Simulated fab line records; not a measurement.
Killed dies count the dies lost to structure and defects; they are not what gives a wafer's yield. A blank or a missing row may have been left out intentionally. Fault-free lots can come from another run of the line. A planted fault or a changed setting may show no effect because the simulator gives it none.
A struck lot beside a sound one    flow n5Finfet    16 out of 1938 route steps
Sound: wafers L985.1, L985.3, L985.4. Struck: wafers L997.1, L997.4 (left out: L997.3, a lot-mate that was not struck); the cause follows at the end.
Each step with rows lists, per side, the tool, then ch with its chambers, then its first start. Under that, the readings that differ: sound wafers    struck wafers    difference of the means    sigmas: that difference in standard deviations of wafers without a fault.
alike: words and numbers the same on both sides, and readings whose means are apart by under 2 such deviations; not compared: readings that were withheld, readings missing a value for some wafer, numbers with overlapping values and no deviation given by the record, and bounds like >300 which may hide the same value.
A row with sigmas, a row that says differs or no value, or rows on one side alone: a step with any of these is where the two part. Numbers that have no deviation but don't overlap get no sigmas and don't part them. A reading that every wafer of one side lacks parts them only if that side has two wafers or more.

first, 2 steps without rows for these wafers: N5_BEOL_M4_PEB_09 (peb time 60 s); N5_BEOL_M4_DEVELOP_10 (develop time 30 s).
N5_BEOL_M4_CD_MEAS_11: target cd 16.79 nm.
  sound on cdSem-03 ch 0, day 9 00:28; struck on cdSem-01 ch 0, day 11 04:05
  alike: cdNm
N5_BEOL_M4_OVL_MEAS_12:
  sound on overlay-02 ch 0, day 9 00:29; struck on overlay-02 ch 0, day 11 04:07
  alike: M4_OVL
N5_BEOL_M4_INSPECT_13: inspects for defects (brightfield).
  sound: defectInspect-01 at day 9 00:33; struck: defectInspect-01 at day 11 04:10
  alike: rawDefectCount
N5_BEOL_M4_DESCUM_16: chemistry O2, time 7 s.
  sound on rieDiel-05 ch 0,1,3, day 9 00:35; struck on rieDiel-05 ch 0, day 11 04:12
  alike: biasPowerW, drypumpMotorCurrentA, oesProductAu, rfVppV, showerheadPlenumPTorr, throttleValvePct
  not compared: rfHoursCounterH
N5_BEOL_M4_ETCH_74: etches underlayer in N2/H2, target depth 6.5 nm, time 5.2 s.
  sound on rieDiel-05 ch 0,1,3, day 9 00:37; struck on rieDiel-05 ch 0, day 11 04:14
  alike: drypumpMotorCurrentA, etchRfOnTimeS, n2FlowSccm, oesProductAu, rfVppV, showerheadPlenumPTorr, throttleValvePct
  not compared: rfHoursCounterH
N5_BEOL_M4_ETCH_63: etches SiARC in CF4, target depth 15.6 nm, time 26 s.
  sound on rieDiel-05 ch 0,1,3, day 9 00:38; struck on rieDiel-05 ch 0, day 11 04:15
  alike: drypumpMotorCurrentA, etchRfOnTimeS, oesProductAu, rfVppV, showerheadPlenumPTorr, throttleValvePct
  not compared: rfHoursCounterH
N5_BEOL_M4_ETCH_64: etches SOC in N2/H2, target depth 75 nm, overetch 22.5 nm, time 121.9 s.
  sound on rieDiel-05 ch 0,1,3, day 9 00:40; struck on rieDiel-05 ch 0, day 11 04:17
  alike: drypumpMotorCurrentA, n2FlowSccm, oesProductAu, rfVppV, showerheadPlenumPTorr, throttleValvePct
  not compared: rfHoursCounterH
then, 3 steps without rows for these wafers: N5_BEOL_M4_STRIP_65 (strips in N2/H2); N5_BEOL_M4_STRIP_75 (strips in N2/H2); N5_BEOL_M4_STRIP_66 (strips in CF4).
N5_BEOL_M4_HM_OPEN_17: chemistry Cl2/BCl3, target TiN, target depth 20 nm, overetch 6 nm.
  sound on rieMetal-03 ch 0,1, day 9 00:50; struck on rieMetal-01 ch 0,1, day 11 04:27
reading                                  sound         struck     difference  sigmas
model.SOC_of_BEOL_M4_COAT_61.thkNm (nm)  52 52.2 52.2  53.8 53.6  +1.6        
  alike: drypumpMotorCurrentA, oesProductAu, throttleValvePct
  not compared: rfHoursCounterH
N5_BEOL_M4_STRIP_19: strips in O2.
  sound on rieDiel-02 ch 0,1,3, day 9 01:01; struck on rieDiel-05 ch 0,2, day 11 04:35
  alike: drypumpMotorCurrentA, oesProductAu, rfVppV, showerheadPlenumPTorr, throttleValvePct
  not compared: rfHoursCounterH
N5_BEOL_M4_RC_MEAS_101:
  sound on prober-01 ch 0, day 9 11:01; struck on prober-01 ch 0, day 11 17:31
  alike: DIBL_N, DIBL_P, IOFF_N, IOFF_P, ION_N, ION_P, SS_N, SS_P, VT_N, VT_P
-- a jump in the record: the struck wafers' starts before and after are 5 days apart (it breaks off in module BEOL_M4 and resumes in module PASSIVATION, where the first step shown is number 1936 of the route) --
N5_PASSIVATION_PROBE_49:
  sound: prober-01 at day 14 05:11; struck: prober-02 at day 16 17:03
  alike: defectLimitedYield, killed_at_M0_to_M3, killed_at_M4_up, killedAtContacts, killedAtFrontEnd, killedAtOther, killedDies, killedOnRim, killedOpen, killedShort, sort_bin_5_function, sort_bin_6_memory, sort_bin_8_speed, sortNPass, sortYieldPct

## WHERE THEY PART
Nowhere in this record.

WHY: whatever the simulator had introduced
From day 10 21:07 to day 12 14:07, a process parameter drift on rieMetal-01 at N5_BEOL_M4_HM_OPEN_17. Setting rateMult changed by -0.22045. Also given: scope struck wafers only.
